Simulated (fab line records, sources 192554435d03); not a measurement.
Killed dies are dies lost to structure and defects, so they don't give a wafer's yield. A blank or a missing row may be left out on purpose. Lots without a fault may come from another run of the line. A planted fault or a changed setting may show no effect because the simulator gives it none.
A struck lot beside a sound one | flow n5_finfet | 33 steps out of a route of 1938
Sound: wafers L226.1, L226.3, L226.4. Struck: wafer L232.5. (L232.1 of the same lot was not struck and is left out.) The cause comes at the end.
At each step with rows: each side's tool, then ch and its chambers, then its first start. Under that, the readings that differ: sound wafers | struck wafers | difference of the means | sigmas: that difference in standard deviations of wafers without a fault.
alike: readings whose means differ by less than 2 such deviations, and words and numbers that are the same on both sides. not compared: withheld readings, readings that some wafer has no value for, bounds like >300 that may hide the same value, and numbers for which the record gives no deviation and whose values overlap.
The two part at a step that has a row with sigmas, a row that says differs or no value, or rows on one side only. Numbers that don't overlap but have no deviation are shown without sigmas and don't part them. A reading that every wafer of one side lacks parts them only if that side has two wafers or more.

first, 7 steps without rows for these wafers: N5_BEOL_M15_COAT_22 (resist thk 800 nm); N5_BEOL_M15_EBR_24; N5_BEOL_M15_SOFTBAKE_23 (time 60 s); N5_BEOL_M15_EXPOSE_25 (exposes mask M15, target cd 400 nm); N5_BEOL_M15_PEB_26 (peb time 90 s); N5_BEOL_M15_DEVELOP_27 (develop time 45 s); N5_BEOL_M15_HARDBAKE_32 (time 120 s).
N5_BEOL_M15_CD_MEAS_28: target cd 407.6 nm.
  sound on cd_sem-02 ch 0, day 13 06:47; struck on cd_sem-01 ch 0, day 14 14:22
  reading    | sound             | struck | difference | sigmas
  cd_nm (nm) | 406.5 405.3 406.4 | 410.3  | +4.2       | +3
N5_BEOL_M15_OVL_MEAS_29:
  sound on overlay-02 ch 0, day 13 06:49; struck on overlay-01 ch 0, day 14 14:23
  alike: M15_OVL
N5_BEOL_M15_INSPECT_30: inspects for defects (macro).
  sound on defect_inspect-02, day 13 06:50; struck on defect_inspect-01, day 14 14:25
  reading          | sound | struck | difference | sigmas
  raw_defect_count | 4 4 3 | 1      | -3         | -2
then, 2 steps without rows for these wafers: N5_BEOL_M15_DESCUM_33 (chemistry O2, time 7.9 s); N5_BEOL_M15_ETCH_61 (etches BARC in N2/H2, target depth 89 nm, overetch 26.7 nm, time 67.9 s).
N5_BEOL_M15_TRENCH_ETCH_34: etches SiO2 in C4F8/O2/Ar, target depth 872.93 nm, time 199 s.
  sound on rie_diel-05 ch 0,1, day 13 06:57; struck on rie_diel-05 ch 0, day 14 14:32
  reading                  | sound             | struck | difference | sigmas
  model.etch.depth_nm (nm) | 892.6 849.2 840.4 | 811.8  | -48.9      |
  alike: drypump_motor_current_A, mfc_ar_sccm, oes_ar_750_au, oes_product_au, rf_vpp_V, showerhead_plenum_p_Torr, throttle_valve_pct
  not compared: rf_fwd_power_W, rf_hours_counter_h, model.coat_of_BEOL_M15_COAT_22.thk_nm
then, 1 step without rows for these wafers: N5_BEOL_M15_STRIP_36 (strips in O2).
N5_BEOL_M15_STRIP_62: strips in O2.
  sound on rie_diel-03 ch 0,2,3; struck on rie_diel-02 ch 0
  reading                | sound             | struck | difference | sigmas
  throttle_valve_pct (%) | 16.68 16.72 16.60 | 16.19  | -0.48      | -2
  alike: drypump_motor_current_A, oes_product_au, rf_vpp_V, showerhead_plenum_p_Torr
  not compared: rf_hours_counter_h
then, 6 steps without rows for these wafers: N5_BEOL_M15_STRIP_37 (strips in O2); N5_BEOL_M15_ETCH_38 (etches SiCN in CF4/N2, target depth 106.4 nm, time 120.5 s); N5_BEOL_M15_PRECLEAN_39 (cleans in residue remover, time 60 s); N5_BEOL_M15_SRD_40 (time 30 s, dry time 30 s); N5_BEOL_M15_DEGAS_41 (time 60 s); N5_BEOL_M15_PRE_CLEAN_42 (time 30 s).
N5_BEOL_M15_SPUTTER_43: material TaN, target thk 15 nm, time 24.19 s.
  sound on pvd_sputter-03, day 13 08:23; struck on pvd_sputter-03, day 14 15:54
  alike: throttle_valve_pct
N5_BEOL_M15_SPUTTER_44: material Ta, target thk 15 nm, time 24.19 s.
  sound on pvd_sputter-03, day 13 08:28; struck on pvd_sputter-03, day 14 15:59
  alike: throttle_valve_pct
then, 2 steps without rows for these wafers: N5_BEOL_M15_SPUTTER_45 (material Cu, target thk 100 nm, time 16.67 s); N5_BEOL_M15_ECD_47 (material Cu, target thk 1860 nm).
N5_BEOL_M15_ANNEAL_48: time 90 s.
  sound on rtp_anneal-02 ch 0, day 13 09:46; struck on rtp_anneal-01 ch 0, day 14 17:04
  alike: wafer_temp_C_max
N5_BEOL_M15_CMP_49: polishes, stops on SiO2, t overpolish 4.9 s, target thk 850 nm.
  sound on cmp-03 ch 0,1,2, day 13 10:04; struck on cmp-02 ch 2, day 14 17:30
  reading                                 | sound             | struck | difference | sigmas
  model.Cu_of_BEOL_M15_ECD_47.thk_nm (nm) | 868.6 825.2 817.2 | 788    | -49        |
  alike: barrier_field_endpoint_s, edge_zone_pressure_frac, head_pressure_psi, motor_current_A, overpolish_run_s
N5_BEOL_M15_THK_MEAS_50: measures by xrf.
  sound on film_metro-02, day 13 10:22; struck on film_metro-01, day 14 17:41
  reading      | sound       | struck | difference | sigmas
  M15_THK (nm) | 881 841 829 | 818    | -32        | -2
then, 1 step without rows for these wafers: N5_BEOL_M15_PRE_CLEAN_52 (time 15 s).
N5_BEOL_M15_DEP_53: deposits SiCN from 3MS/NH3, target thk 50 nm, time 17.8 s.
  sound on pecvd-04 ch 0,1,2, day 13 10:25; struck on pecvd-03 ch 2, day 14 17:44
  alike: chamber_pressure_Torr, rf_fwd_power_W, showerhead_plenum_p_Torr, throttle_valve_pct
N5_BEOL_M15_RS_MEAS_54: measures by four-point-probe.
  sound on film_metro-02, day 13 10:29; struck on film_metro-01, day 14 17:49
  reading         | sound                | struck | difference | sigmas
  M15_RS (ohm/sq) | 0.0211 0.0222 0.0224 | 0.0233 | +0.0014    | +4
N5_BEOL_M15_INSPECT_55: inspects for defects (darkfield).
  sound on defect_inspect-02, day 13 10:31; struck on defect_inspect-01, day 14 17:50
  alike: raw_defect_count
N5_PASSIVATION_PROBE_49:
  the record has rows for the struck wafers here (prober-01, day 15 10:52) and none for the sound ones

WHERE THEY PART
First at N5_BEOL_M15_CD_MEAS_28; last, within this record, at N5_PASSIVATION_PROBE_49.

WHY: what the simulator had put in
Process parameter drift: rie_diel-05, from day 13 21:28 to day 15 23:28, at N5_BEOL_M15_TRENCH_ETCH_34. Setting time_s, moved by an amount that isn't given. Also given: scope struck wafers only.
